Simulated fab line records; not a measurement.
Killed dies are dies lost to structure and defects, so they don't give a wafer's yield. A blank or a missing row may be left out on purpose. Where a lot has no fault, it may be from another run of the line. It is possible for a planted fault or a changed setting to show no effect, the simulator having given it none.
A struck lot beside a sound one | flow nand_harc | 42 out of 1302 route steps
Sound: wafers L786.1, L786.2, L786.6. The struck wafers were L793.2, L793.3, L793.5. The cause is named last.
Per side, at each step with rows, come the tool, then ch with its chambers, and then its first start. Under that, the readings that differ: sound wafers | struck wafers | difference of the means | sigmas: that difference in standard deviations of wafers without a fault.
alike: readings whose means differ by less than 2 such deviations, and words and numbers that are the same on both sides. not compared: withheld readings, readings that some wafer has no value for, bounds like >300 that may hide the same value, and numbers for which the record gives no deviation and whose values overlap.
A row with sigmas, a row that says differs or no value, or rows on one side alone: a step with any of these is where the two part. When numbers do not overlap yet have no deviation, they are printed without sigmas and do not part them. A reading missing from all wafers of one side parts the sides only when that side holds two or more wafers.

first, 6 steps without rows for these wafers: NHARC_THIN_TSV_COAT_06; NHARC_THIN_TSV_SOFTBAKE_07 (time 95 s); NHARC_THIN_TSV_EBR_08; NHARC_THIN_TSV_EXPOSE_09 (exposes mask TSV); NHARC_THIN_TSV_PEB_10 (peb time 85 s); NHARC_THIN_TSV_DEVELOP_11 (time 70 s).
NHARC_THIN_TSV_CD_MEAS_12 targets a cd of 1000 nm.
  sound on cd_sem-02 ch 0, day 23 11:47; struck on cd_sem-02 ch 0, day 26 05:16
  alike: cd_nm
then, 1 step without rows for these wafers: NHARC_THIN_TSV_HARDBAKE_13 (time 80 s).
NHARC_THIN_TSV_DESCUM_14: chemistry O2, time 3 s.
  sound on rie_diel-08 ch 2,3, day 23 11:57; struck on rie_diel-09 ch 0,1,3, day 26 05:26
  alike: drypump_motor_current_A, oes_product_au, rf_vpp_V, showerhead_plenum_p_Torr, throttle_valve_pct
  not compared: rf_hours_counter_h
NHARC_THIN_TSV_ETCH_44: etches the open film in CF4/O2, target depth 1594.2 nm, time 797.1 s.
  sound on rie_diel-08 ch 0,1,2, day 23 12:02; struck on rie_diel-09 ch 1,2,3, day 26 05:34
  alike: bias_w, drypump_motor_current_A, oes_product_au, rf_vpp_V, showerhead_plenum_p_Torr, throttle_valve_pct
  not compared: rf_hours_counter_h
then, 1 step without rows for these wafers: NHARC_THIN_TSV_ETCH_15 (target depth 3000 nm, bosch target overetch cycles 2, bosch etch step 2.8 s).
NHARC_THIN_TSV_CD_MEAS_16:
  sound on cd_sem-02 at day 23 12:44; struck on cd_sem-03 at day 26 06:14
  alike: cd_nm
NHARC_THIN_TSV_STRIP_45: strips in O2.
  sound on plasma_asher-01 ch 0,1, day 23 12:49; struck on plasma_asher-01 ch 0,1, day 26 06:21
  alike: drypump_motor_current_A, heater_power_w
  not compared: rf_hours_counter_h
then, 2 steps without rows for these wafers: NHARC_THIN_TSV_STRIP_46 (strips in post etch residue remover, time 1200 s); NHARC_THIN_TSV_DEP_47 (deposits SiO2, target thk 200 nm).
NHARC_THIN_TSV_ETCHBACK_48: etches the open film in C4F8/Ar, target depth 1028.5 nm, time 405.17 s.
  sound on rie_diel-08 ch 0,1,3, day 23 14:02; struck on rie_diel-08 ch 0,1,2, day 26 07:34
  alike: bias_w, oes_product_au, rf_vpp_V
  not compared: rf_hours_counter_h
NHARC_THIN_TSV_STRIP_62: strips in N2/H2, time 20 s.
  sound on plasma_asher-01 ch 0,1, day 23 14:23; struck on plasma_asher-01 ch 0,1, day 26 08:11
  alike: drypump_motor_current_A, heater_power_w
  not compared: rf_hours_counter_h
then, 6 steps without rows for these wafers: NHARC_THIN_TSV_DEGAS_49 (time 120 s); NHARC_THIN_TSV_PRE_CLEAN_50 (time 30 s); NHARC_THIN_TSV_PVD_19 (deposits TaN, target thk 20 nm); NHARC_THIN_TSV_PVD_51 (deposits Cu, target thk 100 nm); NHARC_THIN_TSV_ECD_20 (material Cu, target thk 2000 nm); NHARC_THIN_TSV_ANNEAL_52 (time 90 s).
NHARC_THIN_TSV_CMP_21: polishes, t overpolish 30 s, target thk 2000 nm.
  sound on cmp-02 ch 0,1,3, day 23 16:09; struck on cmp-03 ch 0,1, day 26 09:53
  alike: motor_current_A, overpolish_run_s
  not compared: pad_life_wafers
then, 13 steps without rows for these wafers: NHARC_THIN_TSV_SRD_23; NHARC_THIN_TSV_DEGAS_53 (time 60 s); NHARC_THIN_TSV_PRE_CLEAN_54 (time 30 s); NHARC_THIN_TSV_PVD_55 (deposits TiN, target thk 50 nm); NHARC_THIN_TSV_PVD_24 (deposits Al, target thk 800 nm); NHARC_THIN_TSV_DEHYDRATE_25 (time 120 s); NHARC_THIN_TSV_HMDS_26 (time 30 s); NHARC_THIN_TSV_COAT_27; NHARC_THIN_TSV_SOFTBAKE_28 (time 95 s); NHARC_THIN_TSV_EBR_29; NHARC_THIN_TSV_EXPOSE_30 (exposes mask PAD); NHARC_THIN_TSV_PEB_31 (peb time 85 s); NHARC_THIN_TSV_DEVELOP_32 (time 70 s).
NHARC_THIN_TSV_CD_MEAS_33 targets a cd of 5000 nm.
  sound on cd_sem-02 ch 0, day 23 17:43; struck on cd_sem-01 ch 0, day 26 11:28
  alike: cd_nm
then, 3 steps without rows for these wafers: NHARC_THIN_TSV_HARDBAKE_34 (time 80 s); NHARC_THIN_TSV_DESCUM_35 (chemistry O2, time 3 s); NHARC_THIN_TSV_ETCH_59 (etches the open film in Cl2/BCl3, target depth 880 nm, time 138.1 s).
NHARC_END_SORT_01:
  sound on prober-02 ch 0, day 24 00:10; struck on prober-01 ch 0, day 26 21:22
  reading                  | sound          | struck         | difference | sigmas
  defect_limited_yield (%) | 89.2 90.0 91.9 | 75.5 79.8 75.6 | -13.4      | -6
  killed_at_other          | 2 0 1          | 98 84 92       | +90        | +99 or more
  killed_dies              | 73 68 55       | 166 137 165    | +91        | +6
  sort_bin_2_pct (%)       | 4.1 3.8 2.7    | 10.2 8.3 12.4  | +6.8       | +6
  sort_bin_3_pct (%)       | 0.6 1.0 0.4    | 5.8 6.4 5.9    | +5.4       | +16
  sort_n_pass              | 604 609 622    | 511 540 512    | -91        | -6
  sort_yield_pct (%)       | 89.2 90.0 91.9 | 75.5 79.8 75.6 | -13.4      | -6
  alike: killed_at_array, killed_at_periphery, killed_open, killed_short, sort_bin_4_pct, sort_rim_yield_pct

## WHERE THEY PART
Only at NHARC_END_SORT_01, as far as this record shows.

WHY: whatever the simulator had introduced
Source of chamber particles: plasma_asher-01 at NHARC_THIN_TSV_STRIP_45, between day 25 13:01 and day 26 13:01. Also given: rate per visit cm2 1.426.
